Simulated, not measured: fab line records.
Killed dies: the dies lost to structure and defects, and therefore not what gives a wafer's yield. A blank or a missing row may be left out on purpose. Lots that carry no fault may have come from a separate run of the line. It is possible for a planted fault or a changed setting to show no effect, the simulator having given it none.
A struck lot beside a sound one / flow nand harc / 15 steps out of a route of 1159
Sound: wafers L175.2, L175.3, L175.4. Struck: wafer L189.5. (L189.6 of the same lot was not struck and is left out.) The cause comes at the end.
Order at every step that has rows: each side's tool, ch and its chambers, its first start. Under that, the readings that differ: sound wafers / struck wafers / difference of the means / sigmas: that difference in standard deviations of wafers without a fault.
alike: same words and numbers on both sides, and readings whose means sit less than 2 such deviations apart. not compared: any withheld reading, any reading some wafer has no value for, any bound like >300 that may hide the same value, and any number with overlapping values for which the record gives no deviation.
The two part at a step that has a row with sigmas, a row that says differs or no value, or rows on one side only. When numbers do not overlap yet have no deviation, they are printed without sigmas and do not part them. A reading missing from all wafers of one side parts the sides only when that side holds two or more wafers.

first, 1 step without rows for these wafers: NHARC_A_CHANNEL_HOLE_D1_STRIP_43 (strips in O2/COS).
NHARC_A_CHANNEL_HOLE_D1_ETCH_44: etches the open film in CF4/O2, target depth 140 nm, overetch 14 nm, time 77 s.
  sound on rie diel-13 ch 1,2,3, day 11 03:24; struck on rie diel-10 ch 0, day 12 10:10
  alike: bias w, chamber pressure mTorr, drypump motor current A, oes_f_703_au, oes product au, rf fwd power W, rf vpp V, showerhead plenum p Torr, throttle valve pct
  not compared: rf hours counter h
then, 3 steps without rows for these wafers: NHARC_A_CHANNEL_HOLE_D1_STRIP_27 (strips in O2); NHARC_A_CHANNEL_HOLE_D1_PRECLEAN_28 (cleans in SC1); NHARC_A_CHANNEL_HOLE_D1_SRD_29.
NHARC_A_CHANNEL_HOLE_D1_CD_MEAS_30:
  struck on cd sem-03, day 12 10:57; sound on cd sem-01, day 11 04:20
  alike: cd nm
NHARC_A_CHANNEL_HOLE_D1_XSEM_31:
  sound on xsem-02 ch 0, day 11 04:26; struck on xsem-02 ch 0, day 12 11:02
  alike: bot cd nm, bow nm, tilt deg
NHARC_A_CHANNEL_HOLE_D1_INSPECT_40:
  struck on defect inspect-01, day 12 11:08; sound on defect inspect-02, day 11 04:32
  alike: raw defect count
then, 2 steps without rows for these wafers: NHARC_A_CHANNEL_FILL_D1_PRECLEAN_00 (cleans in SC1); NHARC_A_CHANNEL_FILL_D1_SRD_01.
NHARC_A_CHANNEL_FILL_D1_ALD_02: deposits SiO2, target thk 6 nm, pulse time 10 s, ald cycles 60.
  sound on ald hk-02 ch 0,2,3, day 11 04:47; struck on ald hk-02 ch 3, day 12 12:50
  alike: heater power w, precursor pulse height rel, susceptor temp C
  not compared: ald cycles
NHARC_A_CHANNEL_FILL_D1_ALD_03: deposits SiNx, target thk 6 nm, pulse time 60 s, ald cycles 58.
  sound on ald sin batch-01 ch 0; struck on ald sin batch-01 ch 0
  alike: precursor pulse height rel, susceptor temp C
  not compared: ald cycles
NHARC_A_CHANNEL_FILL_D1_ALD_14: deposits SiO2, target thk 2.5 nm, pulse time 10 s, ald cycles 25.
  sound on ald hk-01 ch 0,2,3, day 11 14:06; struck on ald hk-01 ch 3, day 12 19:52
reading=ald cycles; sound=25 25 25; struck=32; difference=+7; sigmas=
  alike: heater power w, precursor pulse height rel
  not compared: susceptor temp C
NHARC_A_CHANNEL_FILL_D1_ALD_15: deposits SiNx, target thk 2 nm, pulse time 60 s, ald cycles 19.
  sound on ald sin batch-02 ch 0; struck on ald sin batch-02 ch 0
  alike: precursor pulse height rel
  not compared: ald cycles, susceptor temp C
-- jump in the record: it breaks off in module A_CHANNEL_FILL_D1 and resumes in module END (first step shown: number 1159 of the route), and 14 days separate the struck wafers' starts before and after --
NHARC_END_SORT_01:
  sound on prober-01 ch 0, day 24 21:00; struck on prober-01 ch 0, day 26 21:52
  alike: killed at array, killed at other, killed at periphery, killed dies, killed open, killed short

== WHERE THEY PART ==
Nowhere in this record.

WHY: whatever the simulator had introduced
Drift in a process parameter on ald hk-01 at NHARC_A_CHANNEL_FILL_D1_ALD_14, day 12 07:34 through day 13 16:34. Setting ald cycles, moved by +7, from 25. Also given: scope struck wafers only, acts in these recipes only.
